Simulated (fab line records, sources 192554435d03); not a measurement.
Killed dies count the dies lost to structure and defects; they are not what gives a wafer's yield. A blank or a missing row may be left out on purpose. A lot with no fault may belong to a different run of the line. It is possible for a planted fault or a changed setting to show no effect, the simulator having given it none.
The tool behind it: which one? + flow n5_finfet + 27 wafers from 9 lots sampled at 3 of the route's 1938 steps

== WHAT THE GAUGES SHOWED, per wafer ==
N5_ILD0_INSPECT_06: inspects for defects (darkfield).
| lot  | measured    | on                | raw_defect_count |
|------|-------------|-------------------|------------------|
| L285 | day 3 19:37 | defect_inspect-01 | 47 25 33         |
| L286 | day 4 02:13 | defect_inspect-02 | 21 41 69         |
| L287 | day 4 05:35 | defect_inspect-02 | 28 38 19         |
| L289 | day 4 17:01 | defect_inspect-01 | 13 35 41         |
| L291 | day 5 06:26 | defect_inspect-01 | 10 29 20         |
| L297 | day 6 18:23 | defect_inspect-01 | 24 29 15         |
| L304 | day 8 10:45 | defect_inspect-02 | 103 93 31        |
| L307 | day 9 05:49 | defect_inspect-01 | 37 34 44         |
| L308 | day 9 12:22 | defect_inspect-02 | 51 20 11         |

== TOOL THAT RAN EACH LOT (tool first, then ch and the chambers of the sampled wafers, then the start) ==
| lot  | N5_ILD0_CMP_03               | N5_ILD0_CMP_12               |
|------|------------------------------|------------------------------|
| L285 | cmp-01 ch 1,2,3, day 3 15:37 | cmp-01 ch 0,2,3, day 3 19:22 |
| L286 | cmp-02 ch 1,3, day 3 22:19   | cmp-01 ch 0,1,2, day 4 01:58 |
| L287 | cmp-02 ch 0,2,3, day 4 01:41 | cmp-02 ch 0,2,3, day 4 05:20 |
| L289 | cmp-02 ch 1,2, day 4 13:09   | cmp-02 ch 0,2,3, day 4 16:43 |
| L291 | cmp-04 ch 0,3, day 5 02:23   | cmp-04 ch 0,2,3, day 5 06:09 |
| L297 | cmp-04 ch 1,2,3, day 6 14:30 | cmp-02 ch 0,1, day 6 18:06   |
| L304 | cmp-04 ch 0,2,3, day 8 06:56 | cmp-04 ch 0,1,3, day 8 10:26 |
| L307 | cmp-01 ch 0,2, day 9 01:37   | cmp-04 ch 0,3, day 9 05:29   |
| L308 | cmp-04 ch 0,2,3, day 9 08:35 | cmp-04 ch 0,3, day 9 12:02   |
- N5_ILD0_CMP_03: polishes, stops on SiNx, t overpolish 1.9 s, target thk 197.38 nm.
- N5_ILD0_CMP_12: polishes SiNx, stops on poly-Si, t overpolish 6 s, target thk 17.67 nm.

== THE ANSWER, worked out from the rows above alone ==
Rule: the usual values come from the lots themselves. The widest of any qualifying gaps counts: lots, ordered by their means at a reading, are off when they make up no more than a third of the lots, leave a main group of 4 or more, and stand apart from it by 3 or more times the standard deviation of that group's means. The tables above print the reading to a certain number of digits; a main group whose means all agree to those digits is not used. A lot without any number at a reading at which 4 lots or more have one is off too. Any other lot the step has rows for is counted as sound.
Off at N5_ILD0_INSPECT_06 (raw_defect_count): L304. For the main group the mean is 31 and the standard deviation 7.5.
If a tool, at a process step before that reading, ran all the lots that are off and no sound lot after the first of them, it fits. The gauges at N5_ILD0_INSPECT_06 are tried like those tools. None of those tried fits.

== WHAT THE SIMULATOR PUT IN ==
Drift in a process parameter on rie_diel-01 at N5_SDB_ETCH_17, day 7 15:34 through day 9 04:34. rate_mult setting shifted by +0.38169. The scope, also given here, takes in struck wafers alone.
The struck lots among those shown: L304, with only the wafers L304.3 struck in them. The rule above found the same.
